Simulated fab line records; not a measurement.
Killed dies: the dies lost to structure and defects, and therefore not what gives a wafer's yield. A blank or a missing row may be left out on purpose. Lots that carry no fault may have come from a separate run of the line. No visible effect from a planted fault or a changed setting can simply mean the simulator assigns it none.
Chamber matching	flow n5-finfet	N5_BEOL_M13_ETCH_59 on rie-diel-04 has 4 sister chambers
The step etches BARC in N2/H2, target depth 89 nm, overetch 26.7 nm, time 67.9 s. 4 wafers are shown with their chamber, then 10 later ones without.

## WAFERS WITH THEIR CHAMBER
wafer	chamber	showerhead-plenum-p-Torr (Torr)
L086.1	2	2.58
L086.3	0	2.49
L087.2	3	2.46
L087.5	1	2.50

## WAFERS WITHOUT THEIR CHAMBER
wafer	showerhead-plenum-p-Torr (Torr)
L087.6	2.49
L090.1	2.49
L090.5	2.46
L090.6	2.58
L092.1	2.57
L092.3	2.46
L092.4	2.57
L094.2	2.46
L094.4	2.48
L094.6	2.57

## WHICH CHAMBER EACH ONE RAN IN
wafer	from the rows above	in truth
L087.6	can't be placed: 0 or 1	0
L090.1	can't be placed: 0 or 1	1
L090.5	3	3
L090.6	2	2
L092.1	2	2
L092.3	3	3
L092.4	2	2
L094.2	3	3
L094.4	can't be placed: 0 or 1 or 3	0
L094.6	2	2
Placed correctly: 7 of 10. These rows do not allow placing 3 (true chamber among the candidates in 3). Number placed wrongly: 0.
How it was worked out, from the rows above alone: a wafer's distance from a chamber is the root of the sum, over the readings, of the square of ((its reading less the chamber's mean) divided by the reading's scatter). The wafer belongs to the nearest chamber; if the next one is less than 2 further off, it can't be placed. A chamber's mean is the mean of its shown wafers. The scatter (one wafer shown for each chamber): square how far every hidden wafer sits from the nearest shown wafer, average those squares and take the square root.
